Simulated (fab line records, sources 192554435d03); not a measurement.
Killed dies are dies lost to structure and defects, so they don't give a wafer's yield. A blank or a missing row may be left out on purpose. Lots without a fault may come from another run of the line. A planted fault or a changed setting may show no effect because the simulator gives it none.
fab line records | flow n5_finfet
record lots=24 wafers=72 last_day=18
route steps=1938 shown BEOL_M13@1703 BEOL_M14@1746
lots that met no fault: from a run of the same line without faults
start_h: hours from the record's first day to the start of the lot's first wafer shown | wait_h: hours since the lot's step before | " the same as in the row above | L1.1+2: a row that stands for several wafers | - no value, or no start given | * or withheld: withheld | < > ~ a bound
route shown NAME@n: a module of which the file shows steps, and the number in the route of the first | usual: mean/standard deviation of fault-free wafers | same: alike in all rows | chamber/n: place in a boat | sites: the reading at each site | _std_site: their standard deviation | _edge_site: outer sites' mean less inner sites' | radius_mm: how far each site lies from the wafer's centre | mask NAME#n: copy n | behind: the tool/chamber that last shaped the wafer | hold: why the lot was held/for how many hours/how that ended | device: the transistor (n, p or np) that didn't switch | end of line: the same wafers' tests at the end of the route | a step without rows: its recipe alone | killed: dies lost to structure and defects at the first sort, not the wafer's yield | map: a wafer's dies, x killed, . not, _ none there
set.NAME: the setting as run; set.NAME@STEP: as run at that earlier step | model.NAME: the simulator's own value behind a step, which no gauge read
steps of the route over a sample of lots; a table a step, a row a wafer
services: from which hour (start_h, from the record's first day; less than 0 if before it) a tool's chamber was out of use, for how many hours, and why
## steps
# step N5_BEOL_M13_DEGAS_41
# recipe ambient=vacuum temp_c=250 time_s=60
# usual heater_power_w=320/27
# columns lot.wafer tool chamber start_h wait_h heater_power_w
L076.1 pvd_sputter-02 - 263.69 0.1 297
L076.3 " - " " 290
L076.6 " - " " 294
L077.1 pvd_sputter-01 - 271.17 0.3 331
L077.3 " - " " 332
L077.6 " - " " 340
L075.2 pvd_sputter-02 - 272.07 0.6 380
L075.4 " - " " 372
L075.6 " - " " 289
L079.3 pvd_sputter-01 - 289.96 0.5 329
L079.4 " - " " 337
L079.6 " - " " 306
L078.3 pvd_sputter-03 - 296.24 0.5 318
L078.4 " - " " 282
L078.5 " - " " 318
L080.1 pvd_sputter-01 - 300.86 0.3 316
L080.3 " - " " 330
L080.6 " - " " 316
L081.2 pvd_sputter-02 - 301.19 0.3 295
L081.3 " - " " 368
L081.5 " - " " 284
L074.1 pvd_sputter-02 - 302.13 0.1 385
L074.5 " - " " 381
L074.6 " - " " 363
L082.1 pvd_sputter-03 - 303.96 0.3 292
L082.2 " - " " 325
L082.4 " - " " 280
L084.1 pvd_sputter-03 - 311.78 0.5 291
L084.2 " - " " 311
L084.6 " - " " 335
L083.1 pvd_sputter-03 - 314.26 0.2 291
L083.2 " - " " 286
L083.4 " - " " 315
L085.2 pvd_sputter-01 - 315.36 0.6 327
L085.3 " - " " 320
L085.6 " - " " 312
L086.1 pvd_sputter-02 - 331.42 0.3 289
L086.3 " - " " 365
L086.6 " - " " 377
L087.1 pvd_sputter-01 - 353.27 0.0 317
L087.3 " - " " 301
L087.6 " - " " 310
L088.2 pvd_sputter-01 - 353.59 0.0 320
L088.3 " - " " 316
L088.5 " - " " 315
L089.2 pvd_sputter-03 - 357.10 0.2 322
L089.3 " - " " 281
L089.4 " - " " 324
L091.3 pvd_sputter-01 - 368.24 0.5 309
L091.5 " - " " 331
L091.6 " - " " 331
L090.1 pvd_sputter-01 - 370.72 2.6 321
L090.4 " - " " 322
L090.5 " - " " 337
L092.3 pvd_sputter-01 - 371.80 0.3 316
L092.4 " - " " 334
L092.6 " - " " 316
L093.1 pvd_sputter-03 - 388.49 0.1 282
L093.2 " - " " 287
L093.4 " - " " 314
L094.1 pvd_sputter-03 - 396.89 0.3 289
L094.2 " - " " 332
L094.5 " - " " 311
L095.2 pvd_sputter-01 - 396.97 0.3 328
L095.3 " - " " 322
L095.4 " - " " 309
L096.2 pvd_sputter-01 - 402.83 0.4 339
L096.3 " - " " 321
L096.4 " - " " 321
L097.2 pvd_sputter-02 - 405.53 2.5 364
L097.4 " - " " 292
L097.5 " - " " 383
# step N5_BEOL_M14_CD_MEAS_28
# recipe target_cd_nm=284.4 landing_energy_ev=500 detector=se_inlens
# usual cd_nm=284.3/1.8
# columns lot.wafer tool chamber start_h wait_h cd_nm
L076.1 cd_sem-01 0 266.47 - 283.6
L076.3 " 0 " " 281.6
L076.6 " 0 " " 283.7
L077.1 cd_sem-03 0 274.10 - 281.6
L077.3 " 0 " " 282.1
L077.6 " 0 " " 283.7
L075.2 cd_sem-01 0 274.87 - 284.4
L075.4 " 0 " " 281.4
L075.6 " 0 " " 284.1
L079.3 cd_sem-03 0 292.86 - 283.7
L079.4 " 0 " " 283.9
L079.6 " 0 " " 284.7
L078.3 cd_sem-03 0 300.13 - 284.4
L078.4 " 0 " " 284.2
L078.5 " 0 " " 284.2
L080.1 cd_sem-01 0 303.64 - 285.6
L080.3 " 0 " " 282.9
L080.6 " 0 " " 288.2
L081.2 cd_sem-02 0 304.43 - 285.7
L081.3 " 0 " " 283.3
L081.5 " 0 " " 282.7
L074.1 cd_sem-02 0 305.39 - 282.2
L074.5 " 0 " " 282.4
L074.6 " 0 " " 281.0
L082.1 cd_sem-02 0 307.37 - 287.4
L082.2 " 0 " " 283.5
L082.4 " 0 " " 283.3
L084.1 cd_sem-03 0 314.72 - 284.2
L084.2 " 0 " " 286.0
L084.6 " 0 " " 284.2
L083.1 cd_sem-03 0 316.94 - 284.2
L083.2 " 0 " " 282.1
L083.4 " 0 " " 285.5
L085.2 cd_sem-01 0 318.62 - 283.1
L085.3 " 0 " " 284.8
L085.6 " 0 " " 285.7
L086.1 cd_sem-02 0 334.32 - 283.3
L086.3 " 0 " " 281.1
L086.6 " 0 " " 281.5
L087.1 cd_sem-02 0 356.04 - 281.7
L087.3 " 0 " " 285.9
L087.6 " 0 " " 286.3
L088.2 cd_sem-01 0 356.24 - 283.6
L088.3 " 0 " " 287.3
L088.5 " 0 " " 284.6
L089.2 cd_sem-01 0 360.82 - 287.4
L089.3 " 0 " " 287.2
L089.4 " 0 " " 284.8
L091.3 cd_sem-02 0 371.02 - 286.2
L091.5 " 0 " " 285.7
L091.6 " 0 " " 283.5
L090.1 cd_sem-02 0 373.63 - 285.4
L090.4 " 0 " " 286.1
L090.5 " 0 " " 285.5
L092.3 cd_sem-01 0 374.55 - 284.8
L092.4 " 0 " " 282.4
L092.6 " 0 " " 285.8
L093.1 cd_sem-01 0 391.72 - 288.9
L093.2 " 0 " " 285.0
L093.4 " 0 " " 286.2
L094.1 cd_sem-01 0 399.78 - 285.9
L094.2 " 0 " " 282.8
L094.5 " 0 " " 281.0
L095.2 cd_sem-01 0 399.95 - 282.0
L095.3 " 0 " " 282.3
L095.4 " 0 " " 285.6
L096.2 cd_sem-03 0 405.65 - 284.2
L096.3 " 0 " " 285.1
L096.4 " 0 " " 284.0
L097.2 cd_sem-02 0 408.30 - 282.6
L097.4 " 0 " " 282.4
L097.5 " 0 " " 286.1
# step N5_BEOL_M14_ETCH_38
# recipe chemistry=CF4/N2 target=SiCN target_depth_a=1065 taper_deg=2 time_s=120.6 ion_energy_ev=150 mask_material=SiO2 pressure_mtorr=40 source_w=430 bias_w=70 Ar_flow_sccm=100 cf4_flow_sccm=60 n2_flow_sccm=60
# usual cf4_flow_sccm=60.02/0.17 drypump_motor_current_A=5.5/0.52 mfc_ar_sccm=99.99/0.3 oes_product_au=0.77/0.069 rf_vpp_V=383.1/1.8 showerhead_plenum_p_Torr=2.24/0.068 throttle_valve_pct=15.56/0.16
# columns lot.wafer tool chamber start_h wait_h cf4_flow_sccm drypump_motor_current_A mfc_ar_sccm oes_product_au rf_hours_counter_h rf_vpp_V showerhead_plenum_p_Torr throttle_valve_pct
L076.1 rie_diel-03 2 - - 59.98 5.3 100.00 0.73 154 381.7 2.21 15.82
L076.3 " 1 " " 60.36 5.2 100.35 0.77 149 380.7 2.21 15.49
L076.6 " 0 " " 59.89 5.6 99.90 0.73 - 384.1 2.28 15.52
L077.1 rie_diel-01 0 - - 60.10 6.3 99.85 0.78 125 382.7 2.22 15.31
L077.3 " 1 " " 60.05 5.2 100.03 0.82 77 381.7 2.23 15.37
L077.6 " 3 " " 59.97 5.4 99.76 0.69 - 384.5 2.28 15.57
L075.2 rie_diel-01 3 - - 60.10 5.3 99.68 0.69 218 383.6 2.28 15.56
L075.4 " 1 " " 59.96 5.2 100.27 0.81 78 381.7 2.23 15.36
L075.6 " 3 " " 60.14 5.3 99.87 0.68 - 383.8 2.28 15.57
L079.3 rie_diel-05 1 - - 59.81 5.6 99.75 0.82 107 381.7 2.13 15.41
L079.4 " 1 " " 59.95 5.7 100.43 0.83 - 380.9 2.13 15.42
L079.6 " 2 " " 60.28 5.6 99.85 0.82 - 385.9 2.32 15.52
L078.3 rie_diel-01 0 - - 59.95 6.4 100.07 0.76 134 382.3 2.21 15.35
L078.4 " 2 " " 59.80 4.9 99.83 0.71 219 382.8 2.26 15.78
L078.5 " 1 " " 59.89 5.2 100.22 0.80 - 383.0 2.22 15.39
L080.1 rie_diel-03 2 - - 60.07 5.3 99.69 0.73 166 382.6 2.21 15.83
L080.3 " 3 " " 59.96 6.3 100.14 0.93 27 385.3 2.36 15.42
L080.6 " 3 " " 59.86 6.3 99.97 0.93 - 386.3 2.36 15.43
L081.2 rie_diel-03 1 - - 60.31 5.2 100.08 0.75 161 383.0 2.20 15.52
L081.3 " 3 " " 60.37 6.3 99.60 0.93 28 384.5 2.36 15.43
L081.5 " 2 " " 60.13 5.3 99.98 0.72 - 382.1 2.21 15.86
L074.1 rie_diel-03 2 - - 59.64 5.3 99.88 0.72 167 381.1 2.21 15.85
L074.5 " 1 " " 60.25 5.2 100.28 0.75 - 381.2 2.20 15.52
L074.6 " 2 " " 59.87 5.3 99.50 0.72 - 380.3 2.21 15.87
L082.1 rie_diel-03 1 - - 59.81 5.2 99.75 0.75 162 383.5 2.20 15.53
L082.2 " 3 " " 60.20 6.3 100.10 0.92 29 383.9 2.36 15.43
L082.4 " 2 " " 59.94 5.3 99.86 0.71 168 381.7 2.21 15.86
L084.1 rie_diel-03 1 - - 59.76 5.2 100.02 0.75 164 381.4 2.20 15.53
L084.2 " 0 " " 60.34 5.6 99.81 0.72 195 384.7 2.28 15.56
L084.6 " 1 " " 59.89 5.2 99.53 0.75 - 380.7 2.20 15.54
L083.1 rie_diel-05 1 - - 59.83 5.7 99.81 0.82 117 381.1 2.13 15.41
L083.2 " 3 " " 60.08 4.6 100.43 0.77 114 386.0 2.32 15.60
L083.4 " 2 " " 60.12 5.6 99.61 0.81 101 385.1 2.32 15.52
L085.2 rie_diel-01 0 - - 59.89 6.3 100.01 0.75 141 383.8 2.21 15.35
L085.3 " 3 " " 59.93 5.3 100.42 0.68 234 384.3 2.27 15.59
L085.6 " 2 " " 59.73 4.9 100.36 0.69 - 383.4 2.26 15.82
L086.1 rie_diel-01 3 - - 60.02 5.4 99.85 0.68 239 384.0 2.27 15.60
L086.3 " 2 " " 60.28 4.9 99.48 0.69 232 384.3 2.26 15.80
L086.6 " 3 " " 60.33 5.4 99.29 0.68 - 383.5 2.27 15.61
L087.1 rie_diel-05 0 - - 59.97 6.2 99.93 0.75 133 379.5 2.12 15.66
L087.3 " 1 " " 59.96 5.7 99.77 0.79 131 380.9 2.12 15.46
L087.6 " 0 " " 59.83 6.2 100.09 0.76 - 379.9 2.12 15.68
L088.2 rie_diel-05 2 - - 60.02 5.6 99.99 0.81 116 384.0 2.31 15.56
L088.3 " 1 " " 59.84 5.6 99.34 0.80 131 380.2 2.12 15.46
L088.5 " 3 " " 60.20 4.6 99.51 0.77 - 385.6 2.31 15.63
L089.2 rie_diel-05 1 - - 60.35 5.7 100.19 0.80 134 379.8 2.12 15.47
L089.3 " 3 " " 59.87 4.6 99.84 0.76 131 384.8 2.31 15.62
L089.4 " 2 " " 60.07 5.6 100.27 0.80 119 383.9 2.31 15.55
L091.3 rie_diel-03 2 - - 60.06 5.3 99.95 0.70 189 382.2 2.20 15.91
L091.5 " 2 " " 59.89 5.3 99.82 0.70 - 383.7 2.20 15.92
L091.6 " 1 " " 59.85 5.3 100.12 0.74 - 383.0 2.20 15.54
L090.1 rie_diel-05 1 - - 59.98 5.7 100.21 0.78 138 380.5 2.12 15.48
L090.4 " 3 " " 60.12 4.6 99.89 0.76 135 384.4 2.31 15.64
L090.5 " 3 " " 60.50 4.6 100.53 0.75 - 384.2 2.31 15.62
L092.3 rie_diel-01 2 - - 59.80 5.0 100.24 0.68 246 383.4 2.25 15.84
L092.4 " 2 " " 59.79 5.0 100.21 0.68 - 382.7 2.25 15.84
L092.6 " 0 " " 59.90 6.4 99.93 0.74 - 382.2 2.21 15.40
L093.1 rie_diel-03 3 - - 60.27 6.3 100.63 0.88 59 386.3 2.35 15.50
L093.2 " 1 " " 60.28 5.2 99.26 0.73 186 381.2 2.19 15.55
L093.4 " 0 " " 59.74 5.7 100.12 0.70 223 384.2 2.27 15.61
L094.1 rie_diel-05 3 - - 59.98 4.6 100.04 0.75 141 382.3 2.31 15.64
L094.2 " 0 " " 59.94 6.1 99.69 0.75 150 379.6 2.11 15.72
L094.5 " 2 " " 60.00 5.6 100.30 0.79 - 384.6 2.31 15.58
L095.2 rie_diel-01 3 - - 60.18 5.4 99.40 0.99 6 382.7 2.26 15.18
L095.3 " 0 " " 60.34 6.4 99.93 0.73 172 380.6 2.20 15.43
L095.4 " 0 " " 59.96 6.3 100.01 0.72 - 382.9 2.20 15.43
L096.2 rie_diel-01 0 - - 59.72 6.4 100.16 0.73 174 382.2 2.20 15.43
L096.3 " 3 " " 59.85 5.4 100.27 0.97 7 382.3 2.26 15.19
L096.4 " 1 " " 59.95 5.2 100.33 0.77 - 382.4 2.21 15.47
L097.2 rie_diel-05 1 - - 59.87 5.7 99.71 0.77 152 380.2 2.11 15.50
L097.4 " 2 " " 60.00 5.6 99.63 0.79 137 385.2 2.31 15.58
L097.5 " 2 " " 60.01 5.6 100.46 0.78 - 383.3 2.31 15.58
# step N5_BEOL_M14_DEGAS_41
# recipe ambient=vacuum temp_c=300 time_s=60
# usual heater_power_w=448/44
# columns lot.wafer tool chamber start_h wait_h heater_power_w
L076.1 pvd_sputter-02 - 267.85 0.3 509
L076.3 " - " " 533
L076.6 " - " " 402
L077.1 pvd_sputter-02 - 275.39 0.0 518
L077.3 " - " " 416
L077.6 " - " " 516
L075.2 pvd_sputter-01 - 277.83 0.2 448
L075.4 " - " " 451
L075.6 " - " " 443
L079.3 pvd_sputter-03 - 295.72 0.3 457
L079.4 " - " " 395
L079.6 " - " " 391
L078.3 pvd_sputter-02 - 301.59 0.3 527
L078.4 " - " " 528
L078.5 " - " " 530
L080.1 pvd_sputter-03 - 306.84 0.3 414
L080.3 " - " " 398
L080.6 " - " " 391
L081.2 pvd_sputter-02 - 307.25 0.1 420
L081.3 " - " " 533
L081.5 " - " " 524
L074.1 pvd_sputter-01 - 307.66 0.3 452
L074.5 " - " " 441
L074.6 " - " " 456
L082.1 pvd_sputter-01 - 310.18 0.3 441
L082.2 " - " " 461
L082.4 " - " " 430
L084.1 pvd_sputter-01 - 316.90 0.1 431
L084.2 " - " " 444
L084.6 " - " " 433
L083.1 pvd_sputter-02 - 320.36 2.4 547
L083.2 " - " " 407
L083.4 " - " " 496
L085.2 pvd_sputter-03 - 322.44 0.4 452
L085.3 " - " " 448
L085.6 " - " " 447
L086.1 pvd_sputter-03 - 336.46 0.3 396
L086.3 " - " " 457
L086.6 " - " " 383
L087.1 pvd_sputter-01 - 357.38 0.0 448
L087.3 " - " " 449
L087.6 " - " " 446
L088.2 pvd_sputter-02 - 357.56 0.0 407
L088.3 " - " " 519
L088.5 " - " " 399
L089.2 pvd_sputter-03 - 366.02 0.3 436
L089.3 " - " " 399
L089.4 " - " " 453
L091.3 pvd_sputter-03 - 372.26 0.0 437
L091.5 " - " " 448
L091.6 " - " " 446
L090.1 pvd_sputter-01 - 376.10 0.3 432
L090.4 " - " " 450
L090.5 " - " " 448
L092.3 pvd_sputter-03 - 376.18 0.3 434
L092.4 " - " " 393
L092.6 " - " " 393
L093.1 pvd_sputter-03 - 393.34 0.3 407
L093.2 " - " " 462
L093.4 " - " " 434
L094.1 pvd_sputter-03 - 403.03 0.6 434
L094.2 " - " " 401
L094.5 " - " " 442
L095.2 pvd_sputter-02 - 403.21 0.3 410
L095.3 " - " " 515
L095.4 " - " " 407
L096.2 pvd_sputter-02 - 406.87 0.2 514
L096.3 " - " " 418
L096.4 " - " " 407
L097.2 pvd_sputter-02 - 411.01 0.3 544
L097.4 " - " " 508
L097.5 " - " " 415
# step N5_BEOL_M14_THK_MEAS_50
# recipe thk_meas_gauge=xrf reads=Cu_of_BEOL_M14_ECD_47
# usual M14_THK=558/17
# columns lot.wafer tool chamber start_h wait_h M14_THK[nm]
L076.1 film_metro-01 - 268.99 - 577
L076.3 " - " " 541
L076.6 " - " " 541
L077.1 film_metro-01 - 276.54 - 553
L077.3 " - " " 534
L077.6 " - " " 551
L075.2 film_metro-01 - 279.24 - 565
L075.4 " - " " 558
L075.6 " - " " 543
L079.3 film_metro-02 - 297.51 - 541
L079.4 " - " " 550
L079.6 " - " " 556
L078.3 film_metro-01 - 303.06 - 536
L078.4 " - " " 578
L078.5 " - " " 575
L080.1 film_metro-01 - 308.09 - 554
L080.3 " - " " 557
L080.6 " - " " 549
L081.2 film_metro-01 - 308.98 - 554
L081.3 " - " " 553
L081.5 " - " " 552
L074.1 film_metro-02 - 309.38 - 570
L074.5 " - " " 562
L074.6 " - " " 570
L082.1 film_metro-02 - 311.32 - 574
L082.2 " - " " 552
L082.4 " - " " 545
L084.1 film_metro-02 - 318.04 - 548
L084.2 " - " " 545
L084.6 " - " " 547
L083.1 film_metro-01 - 321.50 - 580
L083.2 " - " " 568
L083.4 " - " " 547
L085.2 film_metro-02 - 324.01 - 560
L085.3 " - " " 563
L085.6 " - " " 564
L086.1 film_metro-02 - 337.59 - 540
L086.3 " - " " 540
L086.6 " - " " 533
L087.1 film_metro-01 - 359.35 - 564
L087.3 " - " " 575
L087.6 " - " " 569
L088.2 film_metro-01 - 359.91 - 540
L088.3 " - " " 548
L088.5 " - " " 535
L089.2 film_metro-02 - 367.16 - 579
L089.3 " - " " 546
L089.4 " - " " 543
L091.3 film_metro-01 - 373.41 - 552
L091.5 " - " " 566
L091.6 " - " " 567
L090.1 film_metro-01 - 377.80 - 570
L090.4 " - " " 577
L090.5 " - " " 533
L092.3 film_metro-02 - 378.14 - 543
L092.4 " - " " 569
L092.6 " - " " 588
L093.1 film_metro-01 - 395.09 - 554
L093.2 " - " " 544
L093.4 " - " " 555
L094.1 film_metro-01 - 404.27 - 538
L094.2 " - " " 536
L094.5 " - " " 577
L095.2 film_metro-02 - 404.70 - 547
L095.3 " - " " 578
L095.4 " - " " 553
L096.2 film_metro-02 - 408.02 - 591
L096.3 " - " " 539
L096.4 " - " " 569
L097.2 film_metro-02 - 412.17 - 592
L097.4 " - " " 589
L097.5 " - " " 549
# step N5_BEOL_M14_RS_MEAS_54
# recipe thk_meas_gauge=four-point-probe reads=Cu_of_BEOL_M14_ECD_47+Ta_of_BEOL_M14_SPUTTER_44+TaN_of_BEOL_M14_SPUTTER_43
# usual M14_RS=0.0333/0.00094
# columns lot.wafer tool chamber start_h wait_h M14_RS[ohm/sq]
L076.1 film_metro-01 - 269.12 0.0 0.0317
L076.3 " - " " 0.0339
L076.6 " - " " 0.0339
L077.1 film_metro-02 - 276.68 0.0 0.0330
L077.3 " - " " 0.0343
L077.6 " - " " 0.0333
L075.2 film_metro-02 - 279.37 0.1 0.0322
L075.4 " - " " 0.0326
L075.6 " - " " 0.0336
L079.3 film_metro-02 - 297.63 0.1 0.0348
L079.4 " - " " 0.0343
L079.6 " - " " 0.0341
L078.3 film_metro-02 - 303.18 0.1 0.0344
L078.4 " - " " 0.0318
L078.5 " - " " 0.0320
L080.1 film_metro-02 - 308.25 0.1 0.0331
L080.3 " - " " 0.0332
L080.6 " - " " 0.0335
L081.2 film_metro-01 - 309.11 0.1 0.0334
L081.3 " - " " 0.0334
L081.5 " - " " 0.0333
L074.1 film_metro-01 - 309.51 0.0 0.0331
L074.5 " - " " 0.0335
L074.6 " - " " 0.0332
L082.1 film_metro-01 - 311.45 0.0 0.0328
L082.2 " - " " 0.0341
L082.4 " - " " 0.0345
L084.1 film_metro-02 - 318.17 0.0 0.0340
L084.2 " - " " 0.0344
L084.6 " - " " 0.0344
L083.1 film_metro-01 - 321.62 0.0 0.0317
L083.2 " - " " 0.0323
L083.4 " - " " 0.0337
L085.2 film_metro-02 - 324.14 0.1 0.0334
L085.3 " - " " 0.0334
L085.6 " - " " 0.0334
L086.1 film_metro-01 - 337.72 0.0 0.0349
L086.3 " - " " 0.0349
L086.6 " - " " 0.0350
L087.1 film_metro-02 - 359.48 0.0 0.0325
L087.3 " - " " 0.0319
L087.6 " - " " 0.0323
L088.2 film_metro-02 - 360.04 0.1 0.0340
L088.3 " - " " 0.0334
L088.5 " - " " 0.0342
L089.2 film_metro-01 - 367.29 0.1 0.0321
L089.3 " - " " 0.0342
L089.4 " - " " 0.0345
L091.3 film_metro-02 - 373.53 0.1 0.0335
L091.5 " - " " 0.0327
L091.6 " - " " 0.0328
L090.1 film_metro-01 - 377.93 0.0 0.0322
L090.4 " - " " 0.0318
L090.5 " - " " 0.0345
L092.3 film_metro-01 - 378.27 0.1 0.0348
L092.4 " - " " 0.0331
L092.6 " - " " 0.0321
L093.1 film_metro-02 - 395.21 0.0 0.0331
L093.2 " - " " 0.0337
L093.4 " - " " 0.0330
L094.1 film_metro-02 - 404.40 0.0 0.0340
L094.2 " - " " 0.0342
L094.5 " - " " 0.0316
L095.2 film_metro-02 - 404.83 0.1 0.0345
L095.3 " - " " 0.0327
L095.4 " - " " 0.0342
L096.2 film_metro-01 - 408.15 0.1 0.0317
L096.3 " - " " 0.0347
L096.4 " - " " 0.0329
L097.2 film_metro-02 - 412.30 0.1 0.0316
L097.4 " - " " 0.0319
L097.5 " - " " 0.0342
## services
# columns tool chamber start_h hours kind
rie_diel-01 1 263.76 3.0 repair
rie_diel-01 - 322.39 0.2 repair
rie_diel-03 1 336.08 13.1 repair
pvd_sputter-03 - 350.34 3.1 repair
rie_diel-01 3 372.47 - clean
rie_diel-01 3 372.47 - consumable_replace:focus_ring
rie_diel-01 3 372.47 19.3 scheduled_down
rie_diel-01 3 372.47 19.3 vent_cycle
rie_diel-05 3 389.66 9.0 repair
rie_diel-01 2 391.81 - clean
rie_diel-01 2 391.81 - consumable_replace:focus_ring
rie_diel-01 2 391.81 15.4 scheduled_down
rie_diel-01 2 391.81 15.4 vent_cycle
## key
fault none
